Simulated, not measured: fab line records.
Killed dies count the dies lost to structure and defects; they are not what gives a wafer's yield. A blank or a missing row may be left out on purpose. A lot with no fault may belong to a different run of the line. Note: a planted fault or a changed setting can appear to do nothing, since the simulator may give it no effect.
Split-lot experiment :: flow n5_finfet :: 21 wafers read from 7 lots, route of 1938 steps

== SPLIT DETAILS ==
At N5_DUMMY_GATE_COAT_35 (time 60 s, resist thk 10 nm), the setting spin_rpm was moved away from the recipe's 1500 rpm on 5 of the 21 wafers read, by -10.8% to +8.7%. For the rest of the wafers, this setting stayed at what the recipe calls for.

The reading comes from the split's own step.

== THE READING ==
SiARC_of_DUMMY_GATE_COAT_35.thk_nm (the simulator's own value, which no gauge read), in nm, at N5_DUMMY_GATE_COAT_35 (time 60 s, resist thk 10 nm). No usual value for it is given in the file.

wafer: L077.2
tool, chamber at the split: litho_track-01, 0
spin_rpm as run, rpm: 1500
against the recipe: recipe
SiARC_of_DUMMY_GATE_COAT_35.thk_nm, nm: 10
against lot-mates on the recipe: -

wafer: L077.4
tool, chamber at the split: litho_track-01, 0
spin_rpm as run, rpm: 1500
against the recipe: recipe
SiARC_of_DUMMY_GATE_COAT_35.thk_nm, nm: 10
against lot-mates on the recipe: -

wafer: L077.3
tool, chamber at the split: litho_track-01, 0
spin_rpm as run, rpm: 1630
against the recipe: +8.7%
SiARC_of_DUMMY_GATE_COAT_35.thk_nm, nm: 9.6
against lot-mates on the recipe: -0.4

wafer: L078.1
tool, chamber at the split: litho_track-02, 0
spin_rpm as run, rpm: 1500
against the recipe: recipe
SiARC_of_DUMMY_GATE_COAT_35.thk_nm, nm: 10
against lot-mates on the recipe: -

wafer: L078.2
tool, chamber at the split: litho_track-02, 0
spin_rpm as run, rpm: 1500
against the recipe: recipe
SiARC_of_DUMMY_GATE_COAT_35.thk_nm, nm: 10
against lot-mates on the recipe: -

wafer: L078.6
tool, chamber at the split: litho_track-02, 0
spin_rpm as run, rpm: 1500
against the recipe: recipe
SiARC_of_DUMMY_GATE_COAT_35.thk_nm, nm: 10
against lot-mates on the recipe: -

wafer: L079.2
tool, chamber at the split: litho_track-01, 0
spin_rpm as run, rpm: 1500
against the recipe: recipe
SiARC_of_DUMMY_GATE_COAT_35.thk_nm, nm: 10
against lot-mates on the recipe: -

wafer: L079.6
tool, chamber at the split: litho_track-01, 0
spin_rpm as run, rpm: 1500
against the recipe: recipe
SiARC_of_DUMMY_GATE_COAT_35.thk_nm, nm: 10
against lot-mates on the recipe: -

wafer: L079.5
tool, chamber at the split: litho_track-01, 0
spin_rpm as run, rpm: 1600
against the recipe: +6.7%
SiARC_of_DUMMY_GATE_COAT_35.thk_nm, nm: 9.6
against lot-mates on the recipe: -0.4

wafer: L080.3
tool, chamber at the split: litho_track-05, 0
spin_rpm as run, rpm: 1338
against the recipe: -10.8%
SiARC_of_DUMMY_GATE_COAT_35.thk_nm, nm: 10.6
against lot-mates on the recipe: +0.6

wafer: L080.5
tool, chamber at the split: litho_track-05, 0
spin_rpm as run, rpm: 1338
against the recipe: -10.8%
SiARC_of_DUMMY_GATE_COAT_35.thk_nm, nm: 10.6
against lot-mates on the recipe: +0.6

wafer: L080.4
tool, chamber at the split: litho_track-05, 0
spin_rpm as run, rpm: 1500
against the recipe: recipe
SiARC_of_DUMMY_GATE_COAT_35.thk_nm, nm: 10
against lot-mates on the recipe: -

wafer: L083.2
tool, chamber at the split: litho_track-05, 0
spin_rpm as run, rpm: 1500
against the recipe: recipe
SiARC_of_DUMMY_GATE_COAT_35.thk_nm, nm: 10
against lot-mates on the recipe: -

wafer: L083.3
tool, chamber at the split: litho_track-05, 0
spin_rpm as run, rpm: 1500
against the recipe: recipe
SiARC_of_DUMMY_GATE_COAT_35.thk_nm, nm: 10
against lot-mates on the recipe: -

wafer: L083.5
tool, chamber at the split: litho_track-05, 0
spin_rpm as run, rpm: 1418
against the recipe: -5.5%
SiARC_of_DUMMY_GATE_COAT_35.thk_nm, nm: 10.4
against lot-mates on the recipe: +0.4

wafer: L084.1
tool, chamber at the split: litho_track-02, 0
spin_rpm as run, rpm: 1500
against the recipe: recipe
SiARC_of_DUMMY_GATE_COAT_35.thk_nm, nm: 10
against lot-mates on the recipe: -

wafer: L084.2
tool, chamber at the split: litho_track-02, 0
spin_rpm as run, rpm: 1500
against the recipe: recipe
SiARC_of_DUMMY_GATE_COAT_35.thk_nm, nm: 10
against lot-mates on the recipe: -

wafer: L084.4
tool, chamber at the split: litho_track-02, 0
spin_rpm as run, rpm: 1500
against the recipe: recipe
SiARC_of_DUMMY_GATE_COAT_35.thk_nm, nm: 10
against lot-mates on the recipe: -

wafer: L085.2
tool, chamber at the split: litho_track-02, 0
spin_rpm as run, rpm: 1500
against the recipe: recipe
SiARC_of_DUMMY_GATE_COAT_35.thk_nm, nm: 10
against lot-mates on the recipe: -

wafer: L085.5
tool, chamber at the split: litho_track-02, 0
spin_rpm as run, rpm: 1500
against the recipe: recipe
SiARC_of_DUMMY_GATE_COAT_35.thk_nm, nm: 10
against lot-mates on the recipe: -

wafer: L085.6
tool, chamber at the split: litho_track-02, 0
spin_rpm as run, rpm: 1500
against the recipe: recipe
SiARC_of_DUMMY_GATE_COAT_35.thk_nm, nm: 10
against lot-mates on the recipe: -

FIT RESULTS
A straight line over all 21 wafers: SiARC_of_DUMMY_GATE_COAT_35.thk_nm changes by -0.0554 nm for each +1% of spin_rpm; r = -0.99; the points scatter about the line by 0.029 nm.
The same after taking each lot's own level away (the mean of its wafers on the recipe; 21 wafers): -0.0554 nm for each +1%; r = -0.99; scatter 0.029 nm.
Per that fit: largest spin_rpm move, reading shift of 0.6 nm.
The lots' own levels span 10.00 to 10.00 nm.
The two slopes are in agreement: the lot-to-lot level therefore moves the slope only a little.
Check: for one of the wafers moved furthest among these (-10.8%), held out of the fit, the line's prediction against its lot-mates is +0.608 nm. It came out at +0.6 nm against them.

== OTHER SPLITS APPLIED TO THESE WAFERS ==
These wafers also went through other splits before the reading. Each is held against what the fit with the lots' levels taken away leaves over:
other split on the same wafers: N5_WELL_APT_COAT_19 spin_rpm
wafers away from the commonest value: 5
r with SiARC_of_DUMMY_GATE_COAT_35.thk_nm (lot level and that fit taken away): +0.34

other split on the same wafers: N5_WELL_APT_EXPOSE_22 dose_mj
wafers away from the commonest value: 4
r with SiARC_of_DUMMY_GATE_COAT_35.thk_nm (lot level and that fit taken away): +0.04

other split on the same wafers: N5_PMOS_HMC_CHANNEL_EPI_ETCH_32 bias_w
wafers away from the commonest value: 5
r with SiARC_of_DUMMY_GATE_COAT_35.thk_nm (lot level and that fit taken away): -0.09

other split on the same wafers: N5_FIN_CUT_ETCH_21 bias_w
wafers away from the commonest value: 5
r with SiARC_of_DUMMY_GATE_COAT_35.thk_nm (lot level and that fit taken away): -0.09

== FILE'S OWN FIT ==
SiARC_of_DUMMY_GATE_COAT_35.thk_nm changes by -0.0556 nm for each +1% of spin_rpm, r = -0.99.
